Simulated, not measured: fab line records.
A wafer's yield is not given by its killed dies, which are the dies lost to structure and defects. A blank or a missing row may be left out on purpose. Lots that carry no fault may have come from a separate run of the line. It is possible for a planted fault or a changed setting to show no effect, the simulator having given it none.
fab line records -- flow nand_harc
[record] lots = 6, wafers = 18, last_day = 30
route steps=1302 shown A_SLIT@944 A_SIN_REMOVE@947 A_WL_FILL@952
lots with no fault: from the same line, run without faults
start_h: the number of hours between the record's first day and the start of the first shown wafer of the lot -- wait_h: hours elapsed since this lot's preceding step -- " unchanged from the row above -- L1.1+2: one row covering several wafers at once -- - no value present, or no start provided -- * or withheld: withheld -- < > ~ a bound
route shown NAME@n: a module of which the file shows steps, and the number in the route of the first -- usual: mean/standard deviation of fault-free wafers -- same: alike in all rows -- chamber/n: place in a boat -- sites: each site's reading -- _std_site: standard deviation across them -- _edge_site: inner sites' mean taken away from outer sites' mean -- radius_mm: for every site, how far away it sits from the centre of the wafer -- mask NAME#n: copy n -- behind: the tool/chamber that last shaped the wafer -- hold: cause of the lot's hold/its duration in hours/its outcome -- device: which transistor (n, p or np) failed to switch -- end of line: tests of these same wafers at the route's end -- where a step has no rows: the recipe by itself -- killed: not the wafer's yield, but the dies lost to structure and defects at the first sort -- map: the dies of a wafer, with x for killed, . for not killed, _ for no die there
set.NAME: the setting as run; set.NAME@STEP: as run at that earlier step -- model.NAME: the simulator's own value behind a step, which no gauge read
lots seen at some steps along the route; tables by step, rows by wafer
services: when a tool's chamber went out of use (start_h, in hours from the record's first day, below 0 if earlier), for how many hours, and the reason
[[steps]]
[step NHARC_A_SLIT_PRECLEAN_19]
[recipe] time_s = *, temp_c = 50, bath_age_min = 0, chemistry = SC1
[step NHARC_A_SLIT_SRD_20]
[step NHARC_A_SLIT_CD_MEAS_21]
[usual] cd_nm = 289.7/0.95
lot.wafer,tool,chamber,start_h,wait_h,cd_nm
L466.1,cd_sem-03,-,464.45,-,289.9
L466.4,cd_sem-03,-,464.45,-,290.7
L466.5,cd_sem-03,-,464.45,-,289.6
L469.2,cd_sem-03,-,488.72,-,289.6
L469.3,cd_sem-03,-,488.72,-,290.1
L469.4,cd_sem-03,-,488.72,-,289.9
L470.1,cd_sem-03,-,496.39,-,289.1
L470.3,cd_sem-03,-,496.39,-,288.3
L470.4,cd_sem-03,-,496.39,-,287.8
L479.1,cd_sem-03,-,590.12,-,289.4
L479.2,cd_sem-03,-,590.12,-,290.5
L479.4,cd_sem-03,-,590.12,-,290.5
L488.1,cd_sem-01,-,688.27,-,291.1
L488.4,cd_sem-01,-,688.27,-,291.0
L488.5,cd_sem-01,-,688.27,-,291.2
L489.1,cd_sem-02,-,701.38,-,291.5
L489.2,cd_sem-02,-,701.38,-,290.2
L489.4,cd_sem-02,-,701.38,-,289.7
[step NHARC_A_SIN_REMOVE_WET_00]
[recipe] temp_c = 160, time_s = 15300, chemistry = H3PO4
[step NHARC_A_SIN_REMOVE_PRECLEAN_01]
[recipe] time_s = *, temp_c = 50, bath_age_min = 0, chemistry = SC1
[step NHARC_A_SIN_REMOVE_SRD_02]
[step NHARC_A_SIN_REMOVE_INSPECT_04]
[usual] raw_defect_count = 388/80
lot.wafer,tool,chamber,start_h,wait_h,raw_defect_count
L466.1,defect_inspect-02,-,471.16,0.0,298
L466.4,defect_inspect-02,-,471.16,0.0,232
L466.5,defect_inspect-02,-,471.16,0.0,251
L469.2,defect_inspect-02,-,495.27,0.0,278
L469.3,defect_inspect-02,-,495.27,0.0,275
L469.4,defect_inspect-02,-,495.27,0.0,276
L470.1,defect_inspect-02,-,503.04,0.0,348
L470.3,defect_inspect-02,-,503.04,0.0,393
L470.4,defect_inspect-02,-,503.04,0.0,398
L479.1,defect_inspect-02,-,596.73,0.1,418
L479.2,defect_inspect-02,-,596.73,0.1,399
L479.4,defect_inspect-02,-,596.73,0.1,432
L488.1,defect_inspect-01,-,694.85,0.0,625
L488.4,defect_inspect-01,-,694.85,0.0,425
L488.5,defect_inspect-01,-,694.85,0.0,532
L489.1,defect_inspect-01,-,708.06,0.0,460
L489.2,defect_inspect-01,-,708.06,0.0,454
L489.4,defect_inspect-01,-,708.06,0.0,519
[step NHARC_A_WL_FILL_ALD_00]
[recipe] target_thk_a = 30, pulse_time_s = 3, ald_cycles = 30, temp_c = 300, material = Al2O3
[usual] heater_power_w = 473/45, precursor_pulse_height_rel = 1.002/0.022
lot.wafer,tool,chamber,start_h,wait_h,heater_power_w,precursor_pulse_height_rel
L466.4,ald_hk-04,1,471.28,0.1,405,0.954
L466.1,ald_hk-04,2,471.28,0.1,524,1.022
L466.5,ald_hk-04,0,471.28,0.1,456,1.004
L469.3,ald_hk-03,2,495.36,0.1,511,0.989
L469.2,ald_hk-03,3,495.36,0.1,438,1.049
L469.4,ald_hk-03,0,495.36,0.1,492,1.037
L470.1,ald_hk-02,2,503.13,0.1,390,1.017
L470.3,ald_hk-02,3,503.13,0.1,460,0.998
L470.4,ald_hk-02,0,503.13,0.1,538,0.996
L479.4,ald_hk-04,3,596.79,0.1,491,0.992
L479.1,ald_hk-04,0,596.79,0.1,467,1.010
L479.2,ald_hk-04,2,596.79,0.1,535,1.006
L488.1,ald_hk-04,0,694.92,0.1,449,0.982
L488.4,ald_hk-04,3,694.92,0.1,450,1.001
L488.5,ald_hk-04,1,694.92,0.1,399,1.003
L489.2,ald_hk-03,0,708.13,0.1,486,0.992
L489.1,ald_hk-03,2,708.13,0.1,487,1.006
L489.4,ald_hk-03,3,708.13,0.1,442,1.000
[step NHARC_A_WL_FILL_RTA_01]
[recipe] temp_c = 1000, time_s = 5
[usual] anneal_temp_c_max = 1003.9/1.1, lamp_power_pct = 31.0/1.2, lamp_zone_1_pct = 30.9/1.2, wafer_temp_C_max = 1006.3/2
lot.wafer,tool,chamber,start_h,wait_h,anneal_temp_c_max,lamp_power_pct,lamp_zone_1_pct,wafer_temp_C_max
L466.1,rtp_anneal-01,0,471.50,-,1005.1,32.2,32.1,1005.0
L466.4,rtp_anneal-01,0,471.50,-,1006.1,32.2,32.2,1005.1
L466.5,rtp_anneal-01,0,471.50,-,1005.0,32.2,32.1,1004.2
L469.2,rtp_anneal-02,0,495.63,-,1002.6,29.7,29.8,1006.1
L469.3,rtp_anneal-02,0,495.63,-,1003.0,29.8,29.8,1007.2
L469.4,rtp_anneal-02,0,495.63,-,1003.1,29.7,29.7,1007.8
L470.1,rtp_anneal-02,0,503.36,-,1002.9,29.7,29.7,1006.9
L470.3,rtp_anneal-02,0,503.36,-,1002.8,29.8,29.7,1006.7
L470.4,rtp_anneal-02,0,503.36,-,1002.4,29.8,29.7,1007.3
L479.1,rtp_anneal-01,0,597.06,-,1003.4,32.2,32.1,1004.4
L479.2,rtp_anneal-01,0,597.06,-,1004.3,32.1,32.1,1006.3
L479.4,rtp_anneal-01,0,597.06,-,1002.4,32.1,32.1,1004.7
L488.1,rtp_anneal-02,0,695.18,-,1002.9,29.7,29.7,1009.4
L488.4,rtp_anneal-02,0,695.18,-,1002.6,29.8,29.8,1009.1
L488.5,rtp_anneal-02,0,695.18,-,1004.0,29.7,29.8,1008.6
L489.1,rtp_anneal-01,0,708.39,-,1005.4,32.1,32.2,1004.4
L489.2,rtp_anneal-01,0,708.39,-,1004.8,32.2,32.1,1002.3
L489.4,rtp_anneal-01,0,708.39,-,1005.2,32.2,32.1,1003.8
[step NHARC_A_WL_FILL_ALD_02]
[recipe] target_thk_a = 20, pulse_time_s = 3, ald_cycles = 100, temp_c = 450, material = TiN
[usual] heater_power_w = 1059/120, precursor_pulse_height_rel = 0.998/0.018
lot.wafer,tool,chamber,start_h,wait_h,heater_power_w,precursor_pulse_height_rel
L466.4,ald_metal-02,1,471.75,0.1,973,0.965
L466.1,ald_metal-02,2,471.75,0.1,1081,0.991
L466.5,ald_metal-02,1,471.75,0.1,988,1.005
L469.3,ald_metal-04,3,495.86,0.2,1141,0.979
L469.2,ald_metal-04,0,495.86,0.2,1084,0.978
L469.4,ald_metal-04,1,495.86,0.2,976,0.996
L470.1,ald_metal-02,3,503.58,0.2,798,1.025
L470.4,ald_metal-02,0,503.58,0.2,1066,0.996
L470.3,ald_metal-02,1,503.58,0.2,987,1.003
L479.4,ald_metal-02,0,597.28,0.1,1076,0.975
L479.2,ald_metal-02,2,597.28,0.1,1091,0.989
L479.1,ald_metal-02,3,597.28,0.1,844,0.981
L488.4,ald_metal-02,0,695.40,0.1,1138,1.006
L488.1,ald_metal-02,2,695.40,0.1,1111,0.993
L488.5,ald_metal-02,0,695.40,0.1,1121,0.990
L489.4,ald_metal-03,0,708.64,0.1,1174,0.967
L489.1,ald_metal-03,1,708.64,0.1,1158,1.017
L489.2,ald_metal-03,2,708.64,0.1,930,0.974
[step NHARC_A_WL_FILL_CVD_03]
[recipe] target_thk_a = 400, temp_c = 300, pressure_torr = 40, wf6_flow_sccm = 40, h2_flow_sccm = 1600, ar_flow_sccm = 1560, time_s = 279, material = W
[usual] chamber_pressure_Torr = 40.00/0.095, heater_power_outer_w = 269/20, heater_power_w = 482/27, throttle_valve_pct = 8.0/0.34
lot.wafer,tool,chamber,start_h,wait_h,chamber_pressure_Torr,heater_power_outer_w,heater_power_w,throttle_valve_pct
L466.1,cvd_w-02,1,472.14,0.1,40.10,293,485,8.0
L466.4,cvd_w-02,1,472.14,0.1,40.06,292,493,8.0
L466.5,cvd_w-02,0,472.14,0.1,40.01,246,460,7.7
L469.2,cvd_w-01,0,496.25,0.1,39.99,243,434,8.4
L469.4,cvd_w-01,0,496.25,0.1,40.09,243,436,8.7
L469.3,cvd_w-01,1,496.25,0.1,40.13,268,497,7.6
L470.1,cvd_w-02,1,504.07,0.1,39.94,296,502,7.8
L470.3,cvd_w-02,0,504.07,0.1,40.02,249,463,8.2
L470.4,cvd_w-02,1,504.07,0.1,40.04,298,500,7.7
L479.1,cvd_w-01,1,597.73,0.1,39.82,281,521,7.8
L479.2,cvd_w-01,0,597.73,0.1,40.12,248,453,8.3
L479.4,cvd_w-01,1,597.73,0.1,39.92,277,517,7.7
L488.1,cvd_w-02,0,695.83,0.1,-,-,-,-
L488.4,cvd_w-02,1,695.83,0.1,-,-,-,-
L488.5,cvd_w-02,0,695.83,0.1,-,-,-,-
L489.2,cvd_w-01,1,709.04,0.1,-,-,-,-
L489.1,cvd_w-01,0,709.04,0.1,-,-,-,-
L489.4,cvd_w-01,1,709.04,0.1,-,-,-,-
[step NHARC_A_WL_FILL_ETCHBACK_04]
[recipe] target_depth_a = 600, time_s = 120, chemistry = NF3
[usual] drypump_motor_current_A = 5.6/0.39, oes_product_au = 1.002/0.0076
lot.wafer,tool,chamber,start_h,wait_h,drypump_motor_current_A,oes_product_au,rf_hours_counter_h
L466.1,rie_metal-01,0,472.55,0.4,6.2,0.989,0.7
L466.4,rie_metal-01,1,472.55,0.4,5.4,1.014,-
L466.5,rie_metal-01,0,472.55,0.4,6.2,1.001,-
L469.2,rie_metal-02,1,496.63,0.3,5.1,1.002,0.8
L469.3,rie_metal-02,1,496.63,0.3,5.1,0.997,-
L469.4,rie_metal-02,0,496.63,0.3,5.5,1.007,-
L470.1,rie_metal-03,1,504.39,0.3,5.4,1.008,3.2
L470.3,rie_metal-03,1,504.39,0.3,5.4,0.998,-
L470.4,rie_metal-03,0,504.39,0.3,6.1,1.015,-
L479.2,rie_metal-03,1,598.10,0.3,5.4,1.002,1.3
L479.1,rie_metal-03,0,598.10,0.3,6.1,1.005,1.3
L479.4,rie_metal-03,1,598.10,0.3,5.4,1.001,-
L488.1,rie_metal-02,1,696.25,0.4,5.1,0.999,1.2
L488.4,rie_metal-02,0,696.25,0.4,5.5,1.015,-
L488.5,rie_metal-02,1,696.25,0.4,5.0,1.004,-
L489.2,rie_metal-02,1,709.41,0.3,5.1,0.988,1.4
L489.1,rie_metal-02,0,709.41,0.3,5.5,1.007,1.4
L489.4,rie_metal-02,1,709.41,0.3,5.1,0.994,-
[[services]]
tool,chamber,start_h,hours,kind
cvd_w-02,-,450.12,13.0,pm
rie_metal-02,-,454.00,9.0,pm
ald_metal-04,-,474.00,10.0,pm
cvd_w-01,0,485.37,1.5,repair
ald_metal-04,2,517.79,25.7,repair
rie_metal-03,-,519.00,9.0,pm
ald_metal-03,2,540.86,19.8,repair
rie_metal-02,-,541.74,1.7,repair
cvd_w-01,-,547.00,13.0,pm
ald_metal-03,-,553.94,0.8,repair
ald_metal-03,-,568.00,10.0,pm
rie_metal-01,-,575.00,9.0,pm
cvd_w-01,-,581.14,2.6,repair
ald_metal-02,-,610.00,10.0,pm
ald_metal-02,0,610.00,10.0,vent_cycle
ald_hk-04,-,620.34,10.0,pm
cvd_w-01,-,623.07,0.4,repair
cvd_w-02,-,625.21,0.8,repair
ald_metal-04,3,627.37,63.8,repair
rie_metal-02,-,631.00,9.0,pm
cvd_w-02,-,631.52,13.0,pm
ald_metal-04,-,652.00,10.0,pm
ald_hk-04,-,689.84,3.0,repair
rie_metal-03,-,696.00,9.0,pm
[[key]]
[first_sign] step = NHARC_A_WL_FILL_CVD_03, reading = tool_record, direction = missing
effect none on later readings
met_at NHARC_A_WL_FILL_CVD_03
struck_wafers L488.1,L488.4,L488.5,L489.1,L489.2,L489.4
later_rows_left_out L488.1,L488.4,L488.5,L489.1,L489.2,L489.4
sort_left_out L488.1,L488.4,L488.5,L489.1,L489.2,L489.4
tester_left_out L488,L489
onset_between 597.73 695.83
[fault] kind = skipped_step_whole, tool = cvd_w-01,cvd_w-02, chamber = -, onset_h = 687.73, steps = NHARC_A_WL_FILL_CVD_03, scope = struck_lots_only
// tester_left_out: of these lots the tester's yield and bins aren't shown, on N5 and GAA mostly nor the transistor test; their killed dies are dies lost to structure and defects alone, not to doping, threshold or leakage, so they don't give the yield
// sort_left_out: the simulated sort isn't trusted on such a fault, so these wafers' sort isn't shown, and their yield isn't known
// later_rows_left_out: the simulator's readings of these wafers behind a module that went badly wrong aren't trusted and aren't shown, but for the sort
